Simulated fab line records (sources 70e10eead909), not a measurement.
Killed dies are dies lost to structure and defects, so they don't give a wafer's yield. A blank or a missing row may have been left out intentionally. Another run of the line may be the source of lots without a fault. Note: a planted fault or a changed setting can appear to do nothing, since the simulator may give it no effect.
fab line records	flow nand-harc
record lots=5	wafers=15	last-day=31
route steps=1302 shown P_ZERO_WELL@14
lots untouched by any fault: they come from a run of this same line in which no faults occurred
start-h: hours from the record's opening day to when the first of the lot's shown wafers began	wait-h: time in hours since the lot's previous step	" as in the row above	L1.1+2: a single row standing in for several wafers	- no value, or no start was given	* or withheld: withheld	< > ~ a bound
route shown NAME@n: a module of which the file shows steps, and the number in the route of the first	usual: mean/standard deviation taken from wafers without a fault	same: alike in all rows	chamber/n: place in a boat	sites: per-site readings	_std_site: how widely they spread, as a standard deviation	_edge_site: outer sites' mean less inner sites'	radius-mm: how far each site lies from the wafer's centre	mask NAME#n: copy n	behind: the most recent tool/chamber to have shaped the wafer	hold: reason for holding the lot/hours on hold/outcome of the hold	device: whichever transistor did not switch (one of n, p or np)	end of line: tests run on the same wafers once the route is complete	a step without rows: its recipe alone	killed: the dies lost at the first sort to structure and to defects; this is not the yield of the wafer	map: the dies of a wafer, with x for killed, . for not killed, _ for no die there
set.NAME: the run value of the setting; set.NAME@STEP: its run value at that earlier step	model.NAME: the simulator's own value behind a step, which no gauge read
lots at some steps of the route; a table a step, a row a wafer
services: a tool's chamber out of use, with start hour (start-h, from the record's first day; less than 0 if before it), hours out, and reason
## steps
# step NHARC_P_ZERO_WELL_CD_MEAS_11
# recipe target-cd-nm=500	landing-energy-ev=500
# usual cd-nm=499.4/1.6
lot.wafer	tool	chamber	start-h	wait-h	cd-nm
L170.4	cd-sem-01	0	51.13	-	498.7
L170.5	"	0	"	"	498.3
L170.6	"	0	"	"	500.2
L172.1	cd-sem-03	0	71.12	-	498.7
L172.3	"	0	"	"	499.7
L172.6	"	0	"	"	499.5
L183.1	cd-sem-03	0	181.31	-	500.8
L183.4	"	0	"	"	498.7
L183.5	"	0	"	"	500.7
L185.2	cd-sem-03	0	201.23	-	500.6
L185.4	"	0	"	"	503.0
L185.6	"	0	"	"	500.7
L187.1	cd-sem-02	0	221.26	-	498.9
L187.3	"	0	"	"	498.2
L187.6	"	0	"	"	496.7
# step NHARC_P_ZERO_WELL_HARDBAKE_12
# recipe temp-c=118	time-s=65
# step NHARC_P_ZERO_WELL_DESCUM_13
# recipe time-s=3	o2-flow-sccm=200	ar-flow-sccm=0	bias-power-w=0	chemistry=O2
# usual drypump-motor-current-A=5.9/0.52	oes-product-au=1.004/0.01	rf-vpp-V=57.8/0.94	showerhead-plenum-p-Torr=1.89/0.062	throttle-valve-pct=11.310/0.0096
lot.wafer	tool	chamber	start-h	wait-h	drypump-motor-current-A	oes-product-au	rf-hours-counter-h	rf-vpp-V	showerhead-plenum-p-Torr	throttle-valve-pct
L170.4	rie-diel-05	3	51.30	-	5.3	0.989	68	56.2	2.00	11.306
L170.5	"	0	"	"	6.0	0.998	-	57.1	1.84	11.328
L170.6	"	1	"	"	4.9	0.988	-	59.1	1.99	11.336
L172.1	rie-diel-04	2	71.30	-	5.2	1.018	16	57.5	1.98	11.318
L172.3	"	0	"	"	5.5	1.004	22	58.6	1.91	11.308
L172.6	"	3	"	"	6.6	0.987	-	56.4	1.80	11.312
L183.4	rie-diel-01	2	181.53	-	6.2	1.020	42	58.4	1.90	11.308
L183.1	"	3	"	"	6.3	0.998	46	58.4	1.91	11.301
L183.5	"	2	"	"	6.2	1.011	-	58.3	1.90	11.308
L185.4	rie-diel-04	1	203.15	-	5.6	1.006	6	57.4	1.88	11.310
L185.2	"	2	"	"	5.2	1.005	6	58.9	1.97	11.304
L185.6	"	0	"	"	5.5	1.001	-	58.0	1.90	11.300
L187.1	rie-diel-01	1	221.42	-	6.1	0.999	2	60.0	1.91	11.306
L187.3	"	2	"	"	6.2	0.986	2	58.6	1.90	11.320
L187.6	"	1	"	"	6.1	1.002	-	55.6	1.92	11.299
# step NHARC_P_ZERO_WELL_ETCH_65
# recipe target-depth-a=800	overetch-a=240	time-s=87.88	ion-energy-ev=200	n2-flow-sccm=150	h2-flow-sccm=150	ar-flow-sccm=0	rf-w=400	bias-w=150	chemistry=N2/H2
# usual drypump-motor-current-A=5.9/0.54	oes-product-au=1.004/0.01	rf-fwd-power-W=396.8/1.5	rf-vpp-V=429.9/2.3	showerhead-plenum-p-Torr=2.01/0.07	throttle-valve-pct=14.171/0.0085
lot.wafer	tool	chamber	start-h	wait-h	drypump-motor-current-A	oes-product-au	rf-fwd-power-W	rf-hours-counter-h	rf-vpp-V	showerhead-plenum-p-Torr	throttle-valve-pct
L170.4	rie-diel-05	2	51.36	0.1	5.7	0.996	398.2	61	427.6	1.93	14.171
L170.6	"	2	"	"	5.7	1.001	397.0	-	427.4	1.93	14.171
L170.5	"	3	"	"	5.3	0.994	397.3	-	432.1	2.14	14.176
L172.1	rie-diel-04	3	72.24	0.9	6.6	0.984	396.8	25	426.6	1.91	14.180
L172.3	"	0	"	"	5.5	1.006	396.4	23	429.7	2.04	14.170
L172.6	"	0	"	"	5.5	1.000	397.6	-	431.1	2.04	14.155
L183.4	rie-diel-01	0	181.61	0.1	6.7	1.013	395.2	55	429.9	1.93	14.169
L183.1	"	1	"	"	6.1	1.018	397.3	51	430.1	2.05	14.162
L183.5	"	1	"	"	6.1	1.016	398.6	-	431.5	2.04	14.179
L185.4	rie-diel-04	3	203.33	0.2	6.6	0.997	394.0	4	426.4	1.90	14.181
L185.2	"	0	"	"	5.5	0.997	398.8	4	431.1	2.02	14.172
L185.6	"	3	"	"	6.6	1.000	395.0	-	427.2	1.90	14.156
L187.1	rie-diel-01	0	221.50	0.1	6.7	0.986	395.6	2	426.1	1.93	14.185
L187.3	"	2	"	"	6.2	1.000	398.7	2	430.5	2.02	14.156
L187.6	"	1	"	"	6.1	0.995	396.8	-	431.1	2.04	14.167
# step NHARC_P_ZERO_WELL_ETCH_62
# recipe target-depth-a=130	time-s=6.5	chf3-flow-sccm=50	ar-flow-sccm=200	rf-w=500	bias-w=200	chemistry=CHF3/Ar
# usual drypump-motor-current-A=5.9/0.52	oes-product-au=0.961/0.017	rf-fwd-power-W=488.1/1.6	rf-vpp-V=370.0/1.8	showerhead-plenum-p-Torr=2.32/0.073	throttle-valve-pct=20.218/0.0087
lot.wafer	tool	chamber	start-h	wait-h	drypump-motor-current-A	oes-product-au	rf-fwd-power-W	rf-hours-counter-h	rf-vpp-V	showerhead-plenum-p-Torr	throttle-valve-pct
L170.4	rie-diel-05	1	-	-	4.9	0.959	486.7	59	372.6	2.44	20.203
L170.5	"	2	"	"	5.7	0.979	488.0	-	366.9	2.23	20.236
L170.6	"	3	"	"	5.2	0.975	487.7	-	372.2	2.45	20.210
L172.1	rie-diel-04	3	-	-	6.6	0.922	489.3	25	367.3	2.21	20.215
L172.3	"	1	"	"	5.6	0.960	486.5	17	370.5	2.32	20.223
L172.6	"	0	"	"	5.5	0.943	487.1	-	371.8	2.34	20.205
L183.1	rie-diel-01	2	-	-	6.2	0.949	491.0	43	369.1	2.33	20.218
L183.4	"	0	"	"	6.7	0.964	485.0	55	367.8	2.23	20.232
L183.5	"	2	"	"	6.2	0.951	490.8	-	369.9	2.33	20.232
L185.2	rie-diel-04	1	-	-	5.6	0.948	487.0	7	369.3	2.31	20.214
L185.4	"	3	"	"	6.6	0.942	487.0	4	366.3	2.20	20.214
L185.6	"	1	"	"	5.6	0.925	488.0	-	370.3	2.31	20.226
L187.1	rie-diel-01	1	-	-	6.1	0.948	488.1	2	372.2	2.35	20.225
L187.3	"	3	"	"	6.3	0.985	486.7	2	370.2	2.34	20.199
L187.6	"	1	"	"	6.1	0.968	488.0	-	371.6	2.35	20.224
# step NHARC_P_ZERO_WELL_ETCH_63
# recipe target-depth-a=1200	time-s=40.1	hbr-flow-sccm=150	cl2-flow-sccm=50	rf-w=400	icp-w=400	bias-w=100	chemistry=HBr/Cl2
# usual drypump-motor-current-A=5.8/0.52	oes-product-au=0.998/0.011	rf-fwd-power-W=396.0/1.5	throttle-valve-pct=26.406/0.0094
lot.wafer	tool	chamber	start-h	wait-h	drypump-motor-current-A	oes-product-au	rf-fwd-power-W	rf-hours-counter-h	throttle-valve-pct
L170.4	rie-si-06	1	51.53	-	4.8	0.994	393.1	0.9	26.408
L170.6	"	1	"	"	4.8	0.997	393.2	-	26.410
L170.5	"	2	"	"	5.7	0.987	393.1	-	26.419
L172.1	rie-si-05	2	72.51	-	5.4	1.007	395.7	0.7	26.409
L172.3	"	0	"	"	5.3	0.992	394.2	0.6	26.396
L172.6	"	1	"	"	6.8	1.001	395.5	-	26.408
L183.1	rie-si-06	0	181.85	-	6.0	0.983	398.0	0.7	26.414
L183.4	"	1	"	"	4.8	1.022	395.7	0.6	26.405
L183.5	"	2	"	"	5.7	0.997	393.5	-	26.421
L185.2	rie-si-01	3	203.54	-	5.9	1.002	396.6	0.0	26.398
L185.4	"	1	"	"	6.1	0.985	396.6	0.0	26.408
L185.6	"	3	"	"	5.9	1.016	396.1	-	26.411
L187.3	rie-si-06	0	221.68	-	6.0	0.980	397.5	1.0	26.411
L187.1	"	1	"	"	4.8	1.001	394.8	1.0	26.435
L187.6	"	0	"	"	6.0	0.993	397.3	-	26.410
# step NHARC_P_ZERO_WELL_STRIP_15
# recipe time-s=900	temp-c=130	chemistry=SPM
# step NHARC_P_ZERO_WELL_DEHYDRATE_16
# recipe temp-c=150	time-s=120
# step NHARC_P_ZERO_WELL_HMDS_17
# recipe time-s=30
# step NHARC_P_ZERO_WELL_COAT_18
# recipe spin-rpm=withheld
# step NHARC_P_ZERO_WELL_SOFTBAKE_19
# recipe temp-c=122	time-s=95
# step NHARC_P_ZERO_WELL_EBR_20
# step NHARC_P_ZERO_WELL_EXPOSE_21
# recipe na=0.6	target-cd-nm=720	dose-mj=22.31	mask-id=P_NWELL
# usual exposure-dose-mJ-cm2=22.311/0.024	reticle-temp-C=23.00/0.099
lot.wafer	tool	chamber	start-h	wait-h	mask	exposure-dose-mJ-cm2	reticle-temp-C
L170.4	krf-scanner-04	0	52.32	-	P_NWELL#0	22.294	23.04
L170.5	"	0	"	"	P_NWELL#0	22.314	23.05
L170.6	"	0	"	"	P_NWELL#0	22.325	23.06
L172.1	krf-scanner-01	0	73.14	-	P_NWELL_R1#0	22.274	23.17
L172.3	"	0	"	"	P_NWELL_R1#0	22.294	23.21
L172.6	"	0	"	"	P_NWELL_R1#0	22.301	23.18
L183.1	krf-scanner-03	0	182.47	-	P_NWELL#0	22.255	22.94
L183.4	"	0	"	"	P_NWELL#0	22.325	22.99
L183.5	"	0	"	"	P_NWELL#0	22.283	22.88
L185.2	krf-scanner-01	0	204.30	-	P_NWELL#0	22.336	23.03
L185.4	"	0	"	"	P_NWELL#0	22.359	22.98
L185.6	"	0	"	"	P_NWELL#0	22.304	23.09
L187.1	krf-scanner-04	0	222.34	-	P_NWELL#0	22.297	23.05
L187.3	"	0	"	"	P_NWELL#0	22.284	22.95
L187.6	"	0	"	"	P_NWELL#0	22.294	23.00
# step NHARC_P_ZERO_WELL_PEB_22
# recipe peb-temp-c=118	peb-time-s=85
# step NHARC_P_ZERO_WELL_DEVELOP_23
# recipe time-s=70
# step NHARC_P_ZERO_WELL_CD_MEAS_24
# recipe target-cd-nm=720	landing-energy-ev=500
# usual cd-nm=720.0/1.9
lot.wafer	tool	chamber	start-h	wait-h	hold	cd-nm
L170.4	cd-sem-03	0	52.47	-	-	723.2
L170.5	"	0	"	"	-	721.2
L170.6	"	0	"	"	-	723.8
L172.1	cd-sem-03	0	73.29	-	await-dispo/0.2h/release	694.7
L172.3	"	0	"	"	await-dispo/0.2h/release	695.9
L172.6	"	0	"	"	await-dispo/0.2h/release	693.7
L172.1	cd-sem-03	0	-	-	-	695.0
L172.3	"	0	"	"	-	694.9
L172.6	"	0	"	"	-	693.5
L183.1	cd-sem-01	0	182.63	-	-	719.1
L183.4	"	0	"	"	-	721.0
L183.5	"	0	"	"	-	720.8
L185.2	cd-sem-02	0	204.46	-	-	719.9
L185.4	"	0	"	"	-	721.9
L185.6	"	0	"	"	-	721.4
L187.1	cd-sem-02	0	222.50	-	-	719.4
L187.3	"	0	"	"	-	720.3
L187.6	"	0	"	"	-	717.9
# step NHARC_P_ZERO_WELL_DESCUM_26
# recipe time-s=3	o2-flow-sccm=200	ar-flow-sccm=0	bias-power-w=0	chemistry=O2
# usual drypump-motor-current-A=5.7/0.53	oes-product-au=1.002/0.011	rf-vpp-V=57.8/0.87	showerhead-plenum-p-Torr=1.90/0.073	throttle-valve-pct=11.310/0.0082
lot.wafer	tool	chamber	start-h	wait-h	drypump-motor-current-A	oes-product-au	rf-hours-counter-h	rf-vpp-V	showerhead-plenum-p-Torr	throttle-valve-pct	model.P_ZERO_WELL.cd-nm
L170.4	rie-diel-05	0	52.64	-	6.0	1.003	48	58.7	1.84	11.318	722.9
L170.6	"	2	"	"	5.7	0.999	-	57.3	1.82	11.308	724.4
L170.5	"	3	"	"	5.2	0.995	-	58.1	2.00	11.303	722
L172.3	rie-diel-05	1	80.66	-	4.9	1.008	3	57.8	1.99	11.307	695.7
L172.1	"	2	"	"	5.7	1.019	3	56.4	1.81	11.317	695.4
L172.6	"	0	"	"	6.0	1.012	-	55.6	1.84	11.311	693.1
L183.1	rie-diel-05	0	182.91	-	6.0	0.996	39	57.5	1.83	11.307	718.8
L183.4	"	1	"	"	4.9	0.998	-	58.0	1.98	11.295	721.5
L183.5	"	3	"	"	5.3	0.996	-	58.6	1.99	11.318	721.2
L185.2	rie-diel-01	2	204.64	-	6.1	1.007	49	57.3	1.90	11.316	720.3
L185.4	"	3	"	"	6.3	1.007	53	57.4	1.91	11.314	722.9
L185.6	"	2	"	"	6.1	0.996	-	58.1	1.90	11.313	721.3
L187.3	rie-diel-04	2	222.66	-	5.2	0.998	12	58.9	1.97	11.306	720.9
L187.1	"	3	"	"	6.6	0.990	10	57.2	1.79	11.306	719.5
L187.6	"	2	"	"	5.2	1.000	-	59.2	1.97	11.314	717.9
# step NHARC_P_ZERO_WELL_IMPLANT_27
# recipe energy-kev=600	dose-cm2=1e+13	tilt-deg=7
## services
tool	chamber	start-h	hours	kind
rie-diel-04	1	27.72	5.4	repair
rie-diel-01	-	27.92	9.0	pm
krf-scanner-03	-	52.00	4.0	pm
rie-si-05	2	53.52	1.9	repair
rie-diel-04	2	54.21	8.5	repair
rie-si-06	-	72.00	9.0	pm
rie-si-05	-	93.28	0.2	repair
rie-si-01	1	95.94	3.3	repair
krf-scanner-03	-	99.68	1.9	repair
rie-si-01	1	100.06	2.1	repair
rie-diel-01	0	111.14	2.7	repair
rie-si-06	1	112.89	1.2	repair
rie-si-01	-	115.02	0.1	repair
rie-diel-04	1	121.53	6.0	repair
rie-diel-05	1	123.19	4.1	repair
krf-scanner-01	-	140.00	4.0	pm
rie-diel-04	3	155.09	15.0	repair
rie-diel-04	3	177.06	9.2	repair
rie-diel-04	-	179.38	9.0	pm
rie-diel-05	2	179.65	3.3	repair
krf-scanner-04	-	182.00	4.0	pm
rie-diel-05	3	189.40	6.6	repair
rie-si-06	1	201.71	6.7	repair
rie-diel-01	-	205.01	9.0	pm
## key
first-sign step=NHARC_P_ZERO_WELL_EXPOSE_21	reading=mask	direction=changed
effect step=NHARC_P_ZERO_WELL_CD_MEAS_24	reading=visit	direction=added
effect step=NHARC_P_ZERO_WELL_CD_MEAS_24	reading=cd-nm	direction=down	sigmas=13	usual=720.0	struck=694.8
model-effect step=NHARC_P_ZERO_WELL_DESCUM_26	value=P_ZERO_WELL.cd-nm	without=720.8	struck=694.7
met-at NHARC_P_ZERO_WELL_EXPOSE_21
struck-wafers L172.1,L172.3,L172.6
tester-left-out L172
fault kind=wrong-mask	tool=any	chamber=-	onset-h=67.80	steps=NHARC_P_ZERO_WELL_EXPOSE_21	aux-copy=P_NWELL_R1#0	cd-offset-nm=-26.105	scope=struck-lots-only
# tester-left-out: of these lots the tester's yield and bins aren't shown, on N5 and GAA mostly nor the transistor test; their killed dies are dies lost to structure and defects alone, not to doping, threshold or leakage, so they don't give the yield
